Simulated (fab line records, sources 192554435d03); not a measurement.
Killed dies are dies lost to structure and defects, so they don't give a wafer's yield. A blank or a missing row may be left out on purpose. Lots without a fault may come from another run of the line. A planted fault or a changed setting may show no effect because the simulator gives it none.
Problem report in the 8D (eight disciplines) form, filled by code | flow n5_finfet | the parts of the form that need people (team, actions taken, sign-off) are left out

1. THE PROBLEM
etch_rf_on_time_s at N5_FIN_SAQP_ETCH_57 reads a mean of 19.2 s on 2 wafers of 2 lots; wafers without a fault read 46.0 s with a standard deviation of 1. That is -27 standard deviations from the usual mean.
The step: etches SiNx in CH3F/O2, target depth 32.5 nm, time 46.4 s.
First seen on wafer L197.1, day 5 06:58, on rie_diel-06. The record holds 27 wafers of 10 lots with a number at this step. Rule for "out", or "out of limits": more than 4 standard deviations from the usual mean. The other wafers with a number count as sound.

2. WHAT IT IS AND WHAT IT IS NOT
question                    | is                | is not
which readings at this step | etch_rf_on_time_s | chamber_pressure_mTorr, drypump_motor_current_A, oes_product_au, rf_vpp_V, showerhead_plenum_p_Torr, throttle_valve_pct
which lots                  | L197, L202        | L184, L190, L191, L193, L195, L205, L206, L207
which wafers of those lots  | L197.1, L202.1    | L197.5, L202.3
read on which tools         | rie_diel-06       | rie_diel-02, rie_diel-05
when                        | from day 5 06:58  | up to then (15 sound wafers); but 10 sound wafers of L202, L205, L206, L207 came after

3. SUSPECTS, AND WHAT RULES EACH OUT
Counting: a tool at a process step up to the reading stays a suspect if it ran every lot that is out. Sound lots after the first of them don't rule it out here, since some wafers of a struck lot are sound.
- pecvd-01 at N5_FIN_SAQP_PECVD_48 (deposits SiNx from SiH4/NH3/N2, target thk 25 nm, time 22.1 s): kept. It ran every lot that is out, first L197 (day 5 02:49); its last sound lot up to then is L193 (day 4 03:01).
- rie_diel-06 at N5_FIN_SAQP_ETCH_57 (etches SiNx in CH3F/O2, target depth 32.5 nm, time 46.4 s): kept. It ran every lot that is out, first L197 (day 5 06:58). Its own readings are out on those wafers: etch_rf_on_time_s.
- Within rie_diel-06 at N5_FIN_SAQP_ETCH_57: the wafers that are out ran in chambers 1, 2; their sound lot-mates ran in chamber 0.
Left after counting: pecvd-01 at N5_FIN_SAQP_PECVD_48, rie_diel-06 at N5_FIN_SAQP_ETCH_57.

4. THE CAUSE (what the simulator had put in)
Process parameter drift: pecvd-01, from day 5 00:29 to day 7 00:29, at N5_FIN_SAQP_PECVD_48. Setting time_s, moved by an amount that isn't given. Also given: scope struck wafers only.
Counting left 2 suspects, and this tool is among them.

5. THE CHAIN OF EFFECTS, in route order
Each row: a reading whose mean over the struck wafers that have a number lies more than 3 standard deviations from the usual. Only readings for which the record gives a usual standard deviation are gone through. hours: the time from each lot's start at the first step in this table that gives one to its start at this step, as a median over the lots. sigmas: the change in usual standard deviations.
hours | step                | reading           | usual  | on struck wafers | change | sigmas
0     | N5_FIN_SAQP_ETCH_57 | etch_rf_on_time_s | 46.0 s | 19.2             | -26.8  | -27
The process steps in it:
- N5_FIN_SAQP_ETCH_57: etches SiNx in CH3F/O2, target depth 32.5 nm, time 46.4 s.

6. WHAT WOULD HAVE CAUGHT IT SOONER
In this record the first reading out of limits was taken at day 5 06:58, 6 hours after the fault began at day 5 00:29.
Of the tool readings at N5_FIN_SAQP_PECVD_48 for which the record gives a usual standard deviation, none was out on any struck wafer, so an alarm limit of 4 standard deviations on them would not have fired.
Of the lots that are out (2), L202 began N5_FIN_SAQP_PECVD_48 on pecvd-01 after day 5 06:58. A hold on the tool at that time would have spared it.
